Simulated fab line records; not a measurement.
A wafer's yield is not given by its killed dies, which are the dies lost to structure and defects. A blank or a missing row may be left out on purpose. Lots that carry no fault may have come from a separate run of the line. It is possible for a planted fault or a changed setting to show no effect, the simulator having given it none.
The same fault as seen by 2 desks    flow nandHarc    each desk holds nothing but its own numbers, with what lay behind them at the end

== THE DEFECT DESK ==
Lot by lot, what the route's inspections counted, given as the mean of those sampled wafers with a number. A lot is out of limits, marked OUT, if its mean lies more than 4 standard deviations from the usual mean; the brackets give that distance.
Columns: A = rawDefectCount at NHARC_P_STI_INSPECT_25, usual 213
lot   first seen here  A
L456  day 3 17:54      275
L457  day 3 17:54      304
L458  day 4 09:36      123
L459  day 4 09:37      235
L461  day 5 01:02      284
L465  day 5 22:09      218
L471  day 7 13:49      190
L472  day 7 13:49      193
L475  day 8 07:38      201
L476  day 8 19:02      184
L477  day 8 19:02      178
L479  day 9 05:54      213
This desk's finding: nothing out of limits on any of the 12 lots.

== TOOL OWNER'S DESK, wetBench-07 ==
The tool's own readings at NHARC_P_GATE_STRIP_67 (strips in SPM, time 600 s): means of the sampled wafers that have a number, for each lot that ran on this tool. A lot is out of limits, marked OUT, if its mean lies more than 4 standard deviations from the usual mean; the brackets give that distance.
Columns: A = bathGuardTempC at NHARC_P_GATE_STRIP_67, usual 130.1 C; B = runLengthS at NHARC_P_GATE_STRIP_67, usual 603.0 s
lot   first seen here  A      B
L457  day 5 13:43      130.2  602.3
L458  day 6 01:44      130.6  603.0
L461  day 6 19:46      130.6  602.6
L471  day 9 08:40      130.5  468.0 (-99 or more) OUT
This desk's finding: out of limits on L471; first on L471, day 9 08:40 (runLengthS at NHARC_P_GATE_STRIP_67). Within limits: L457, L458, L461.

== ALL TOGETHER ==
The tool owner's desk could have raised an alarm at day 9 08:40, on L471.
The defect desk saw nothing out of limits.
The defect desk has L471 on record, within its limits.
NHARC_P_GATE_STRIP_67 was run on wetBench-07 by each of the lots named.

== WHAT THE SIMULATOR HAD INSERTED ==
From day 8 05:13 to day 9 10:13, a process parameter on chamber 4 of wetBench-07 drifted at NHARC_P_GATE_STRIP_67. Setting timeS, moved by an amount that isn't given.
Lots struck among those shown: L471.
Time in hours from fault onset to the first out-of-limits reading at each desk: the tool owner's desk, 27.
